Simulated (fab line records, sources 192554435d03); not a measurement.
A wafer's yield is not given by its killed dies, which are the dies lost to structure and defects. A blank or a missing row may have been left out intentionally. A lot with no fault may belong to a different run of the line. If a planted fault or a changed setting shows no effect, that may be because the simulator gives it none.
fab line records    flow n5-finfet    part 2 of 2: steps 24 to 29 of 29
[record] lots = 5  wafers = 15  last-day = 20
route steps=1938 shown BEOL_M0_SAQP@669
lots that met no fault: taken from a fault-free run of the same line
start-h: hours from the record's first day to the start of the lot's first wafer shown    wait-h: hours since the lot's step before    " repeats the value in the row above    L1.1+2: a row that stands for several wafers    - value missing, or start not given    * or withheld: withheld    < > ~ a bound
route shown NAME@n: NAME is a module with steps in the file, n the number in the route of the first one    usual: mean/standard deviation of fault-free wafers    same: alike in all rows    chamber/n: place in a boat    sites: per-site readings    _std_site: how widely they spread, as a standard deviation    _edge_site: inner sites' mean taken away from outer sites' mean    radius-mm: for every site, how far away it sits from the centre of the wafer    mask NAME#n: copy n    behind: the last tool/chamber to shape the wafer    hold: what put the lot on hold/how long, in hours/how the hold closed    device: transistor that didn't switch, given as n, p or np    end of line: tests run on the same wafers once the route is complete    where a step has no rows: the recipe by itself    killed: at the first sort, the dies lost to defects and structure; wafer yield is something else    map: a wafer's dies, x killed, . not, _ none there
set.NAME: the run value of the setting; set.NAME@STEP: its run value at that earlier step    model.NAME: the simulator's own value behind a step, which no gauge read
lots seen at some steps along the route; tables by step, rows by wafer
services: when a tool's chamber went out of use (start-h, in hours from the record's first day, below 0 if earlier), for how many hours, and the reason
[[steps]]
[step N5_BEOL_M0_SAQP_DESCUM_45]
[recipe] chemistry = O2  time-s = 7  source-power-w = 50  bias-power-w = 20  pressure-mtorr = 20  rf-frequency-hz = 2.712e+07  temp-c = 40  resist = CAR-EUV  o2-flow-sccm = 225
[usual] drypump-motor-current-A = 5.6/0.44  oes-product-au = 0.77/0.076  rf-vpp-V = 243.6/1.5  showerhead-plenum-p-Torr = 2.10/0.085  throttle-valve-pct = 20.42/0.2
[same] time-s = 7
lot.wafer  tool         chamber  start-h  wait-h  drypump-motor-current-A  oes-product-au  rf-hours-counter-h  rf-vpp-V  showerhead-plenum-p-Torr  throttle-valve-pct
L082.1     rie-diel-02  2        156.81   0.1     5.0                      0.72            206                 245.5     2.17                      20.46
L082.2     "            1        "        "       6.4                      0.82            72                  244.7     2.24                      20.43
L082.5     "            1        "        "       6.4                      0.83            -                   244.3     2.24                      20.44
L083.1     rie-diel-06  2        164.41   0.5     5.6                      0.72            208                 241.4     2.06                      20.31
L083.4     "            0        "        "       5.8                      0.79            -                   242.3     2.07                      20.38
L083.5     "            2        "        "       5.6                      0.71            -                   243.4     2.06                      20.31
L084.2     rie-diel-05  3        174.50   1.6     5.7                      0.72            166                 243.2     1.99                      20.24
L084.3     "            1        "        "       5.5                      0.72            195                 245.0     2.13                      20.34
L084.6     "            3        "        "       5.7                      0.72            -                   240.9     1.99                      20.21
L085.1     rie-diel-06  1        182.97   1.0     5.6                      0.81            80                  243.4     2.21                      20.21
L085.5     "            2        "        "       5.6                      0.71            -                   241.8     2.06                      20.33
L085.6     "            1        "        "       5.6                      0.81            -                   244.8     2.21                      20.19
L091.1     rie-diel-06  3        215.16   0.1     6.1                      0.95            13                  243.7     2.13                      20.30
L091.2     "            1        "        "       5.6                      0.79            93                  246.0     2.21                      20.22
L091.6     "            2        "        "       5.6                      0.70            -                   244.3     2.05                      20.34
[step N5_BEOL_M0_SAQP_ETCH_88]
[recipe] chemistry = N2/H2  target = underlayer  target-depth-a = 65  time-s = 5.2  ion-energy-ev = 200  mask-material = CAR-EUV  pressure-mtorr = 30  source-w = 840  bias-w = 150  n2-flow-sccm = 200  h2-flow-sccm = 200  ends = cleared
[usual] drypump-motor-current-A = 5.6/0.44  etch-rf-on-time-s = 5.23/0.18  h2-flow-sccm = 200.0/0.61  oes-product-au = 0.66/0.068  rf-vpp-V = 524.4/3  showerhead-plenum-p-Torr = 2.56/0.099  throttle-valve-pct = 17.91/0.29
lot.wafer  tool         chamber  start-h  wait-h  drypump-motor-current-A  etch-rf-on-time-s  h2-flow-sccm  oes-product-au  rf-hours-counter-h  rf-vpp-V  showerhead-plenum-p-Torr  throttle-valve-pct
L082.1     rie-diel-02  2        156.84   0.0     5.0                      5.46               201.1         0.61            206                 526.7     2.62                      17.91
L082.2     "            1        "        "       6.4                      5.51               199.5         0.68            72                  525.7     2.68                      17.62
L082.5     "            1        "        "       6.4                      5.37               199.9         0.70            -                   528.4     2.68                      17.64
L083.1     rie-diel-06  2        164.44   0.0     5.5                      5.28               199.9         0.61            208                 525.0     2.50                      17.80
L083.4     "            0        "        "       5.8                      5.35               200.7         0.67            -                   525.4     2.57                      18.14
L083.5     "            2        "        "       5.5                      5.26               200.3         0.62            -                   523.7     2.51                      17.75
L084.2     rie-diel-05  3        174.53   0.0     5.7                      5.19               200.8         0.63            166                 522.5     2.44                      17.81
L084.3     "            1        "        "       5.6                      5.30               198.8         0.61            195                 524.9     2.65                      18.08
L084.6     "            3        "        "       5.7                      5.14               201.0         0.63            -                   520.1     2.44                      17.79
L085.1     rie-diel-06  1        183.00   0.0     5.5                      5.25               200.8         0.70            80                  527.2     2.66                      17.39
L085.5     "            2        "        "       5.6                      5.31               200.4         0.61            -                   524.8     2.50                      17.78
L085.6     "            1        "        "       5.6                      5.27               200.4         0.71            -                   527.1     2.66                      17.39
L091.1     rie-diel-06  3        215.19   0.0     6.1                      4.77               200.6         0.83            13                  525.5     2.59                      17.71
L091.2     "            1        "        "       5.6                      5.14               199.8         0.70            93                  527.5     2.65                      17.44
L091.6     "            2        "        "       5.5                      5.23               200.6         0.60            -                   521.1     2.50                      17.77
[step N5_BEOL_M0_SAQP_ETCH_73]
[recipe] chemistry = CF4  target = SiARC  target-depth-a = 195  mask-material = CAR-EUV  time-s = 32.5  ion-energy-ev = 80  pressure-mtorr = 40  source-w = 545  bias-w = 36  Ar_flow_sccm = 100  cf4-flow-sccm = 100  ends = cleared
[usual] drypump-motor-current-A = 5.6/0.44  etch-rf-on-time-s = 32.9/1.1  oes-product-au = 0.66/0.068  rf-vpp-V = 184.1/1.3  showerhead-plenum-p-Torr = 2.16/0.079  throttle-valve-pct = 15.64/0.21
lot.wafer  tool         chamber  start-h  wait-h  drypump-motor-current-A  etch-rf-on-time-s  oes-product-au  rf-hours-counter-h  rf-vpp-V  showerhead-plenum-p-Torr  throttle-valve-pct
L082.1     rie-diel-02  2        156.86   0.0     5.0                      34.4               0.60            206                 184.5     2.20                      15.64
L082.2     "            1        "        "       6.4                      34.6               0.68            72                  184.7     2.26                      15.49
L082.5     "            1        "        "       6.4                      34.4               0.69            -                   186.0     2.26                      15.48
L083.1     rie-diel-06  2        164.46   0.0     5.5                      33.3               0.61            208                 183.4     2.14                      15.65
L083.4     "            0        "        "       5.8                      33.7               0.66            -                   183.3     2.15                      15.76
L083.5     "            2        "        "       5.5                      33.4               0.61            -                   183.7     2.14                      15.64
L084.2     rie-diel-05  3        174.55   0.0     5.7                      33.1               0.63            166                 182.8     2.05                      15.52
L084.3     "            1        "        "       5.6                      33.6               0.61            195                 183.7     2.21                      15.82
L084.6     "            3        "        "       5.7                      32.9               0.64            -                   182.0     2.05                      15.52
L085.1     rie-diel-06  1        183.02   0.0     5.5                      33.1               0.70            80                  186.5     2.24                      15.26
L085.5     "            2        "        "       5.5                      33.7               0.61            -                   184.2     2.14                      15.67
L085.6     "            1        "        "       5.6                      33.3               0.70            -                   186.8     2.24                      15.27
L091.1     rie-diel-06  3        215.21   0.0     6.0                      29.8               0.83            13                  183.7     2.18                      15.43
L091.2     "            1        "        "       5.5                      32.4               0.70            93                  184.3     2.23                      15.31
L091.6     "            2        "        "       5.6                      33.1               0.60            -                   184.9     2.13                      15.69
[step N5_BEOL_M0_SAQP_CUT_ETCH_46]
[recipe] chemistry = N2/H2  target = SOC  target-depth-a = 1350  overetch-a = 270  temp-c = 40  time-s = 202.5  ion-energy-ev = 200  mask-material = SiARC  pressure-mtorr = 30  source-w = 840  bias-w = 150  n2-flow-sccm = 200  h2-flow-sccm = 200
[usual] drypump-motor-current-A = 5.6/0.44  h2-flow-sccm = 200.0/0.58  rf-vpp-V = 524.4/2.8  showerhead-plenum-p-Torr = 2.56/0.099  throttle-valve-pct = 17.87/0.29
[same] time-s = 202.5
lot.wafer  tool         chamber  start-h  wait-h  drypump-motor-current-A  h2-flow-sccm  rf-hours-counter-h  rf-vpp-V  showerhead-plenum-p-Torr  throttle-valve-pct
L082.1     rie-diel-02  2        156.89   0.0     5.1                      200.3         206                 528.1     2.62                      17.84
L082.2     "            1        "        "       6.4                      200.3         72                  526.9     2.68                      17.59
L082.5     "            1        "        "       6.4                      200.6         -                   527.3     2.68                      17.57
L083.1     rie-diel-06  2        164.49   0.0     5.6                      199.4         208                 524.8     2.51                      17.74
L083.4     "            0        "        "       5.8                      199.9         -                   524.9     2.57                      18.09
L083.5     "            2        "        "       5.5                      199.7         -                   522.1     2.51                      17.72
L084.2     rie-diel-05  3        174.58   0.0     5.8                      199.6         166                 520.6     2.44                      17.74
L084.3     "            1        "        "       5.6                      200.0         195                 525.9     2.65                      18.07
L084.6     "            3        "        "       5.7                      199.6         -                   519.6     2.44                      17.73
L085.1     rie-diel-06  1        183.05   0.0     5.5                      200.6         80                  526.1     2.66                      17.33
L085.5     "            2        "        "       5.6                      201.0         -                   521.9     2.50                      17.75
L085.6     "            1        "        "       5.5                      199.8         -                   528.0     2.66                      17.35
L091.1     rie-diel-06  3        215.24   0.0     6.1                      199.6         13                  524.8     2.59                      17.66
L091.2     "            1        "        "       5.5                      199.7         93                  527.5     2.65                      17.40
L091.6     "            2        "        "       5.6                      200.5         -                   522.9     2.49                      17.76
[step N5_BEOL_M0_SAQP_STRIP_74]
[recipe] chemistry = N2/H2  temp-c = 40  n2-flow-sccm = 200  h2-flow-sccm = 200  rf-frequency-hz = 6e+07
lot.wafer   tool         chamber  start-h  wait-h
L082.1+2+5  rie-diel-02  2,1,1    157.05   0.1
L083.1+4+5  rie-diel-06  2,0,2    164.65   0.1
L084.2+3+6  rie-diel-05  3,1,3    174.74   0.1
L085.1+5+6  rie-diel-06  1,2,1    183.21   0.1
L091.1+2+6  rie-diel-06  3,1,2    215.40   0.1
[step N5_BEOL_M0_SAQP_STRIP_89]
[recipe] chemistry = N2/H2  temp-c = 40  n2-flow-sccm = 200  h2-flow-sccm = 200  rf-frequency-hz = 6e+07
lot.wafer   tool         chamber  start-h  wait-h
L082.1+2+5  rie-diel-02  2,1,1    157.06   0.0
L083.1+4+5  rie-diel-06  2,0,2    164.66   0.0
L084.2+3+6  rie-diel-05  3,1,3    174.75   0.0
L085.1+5+6  rie-diel-06  1,2,1    183.22   0.0
L091.1+2+6  rie-diel-06  3,1,2    215.41   0.0
[[services]]
tool            chamber  start-h  hours  kind
rie-diel-06     3        141.41   1.3    repair
rie-si-05       0        141.82   21.8   repair
euv-scanner-01  -        152.50   1.0    pm
rie-diel-06     3        156.83   2.9    repair
ald-sin-03      0        159.56   17.0   repair
rie-diel-06     3        159.87   -      clean
rie-diel-06     3        159.87   -      consumable-replace:focus-ring
rie-diel-06     3        159.87   22.0   scheduled-down
rie-diel-06     3        159.87   22.0   vent-cycle
rie-diel-02     -        169.40   14.6   pm
rie-si-04       1        170.68   5.3    repair
ald-sin-04      0        172.52   3.1    repair
euv-scanner-02  -        174.39   1.0    pm
ald-sin-03      -        178.22   14.0   pm
rie-diel-05     3        183.44   8.8    repair
euv-scanner-01  -        187.36   9.4    repair
rie-diel-02     -        192.18   1.3    repair
euv-scanner-02  -        203.73   4.6    pm
euv-scanner-01  -        208.65   1.0    pm
vapor-etch-02   0        208.68   1.2    repair
euv-scanner-02  -        209.07   1.2    repair
rie-diel-02     2        210.62   5.7    repair
rie-diel-06     0        211.17   17.1   repair
euv-scanner-02  -        214.58   0.5    repair
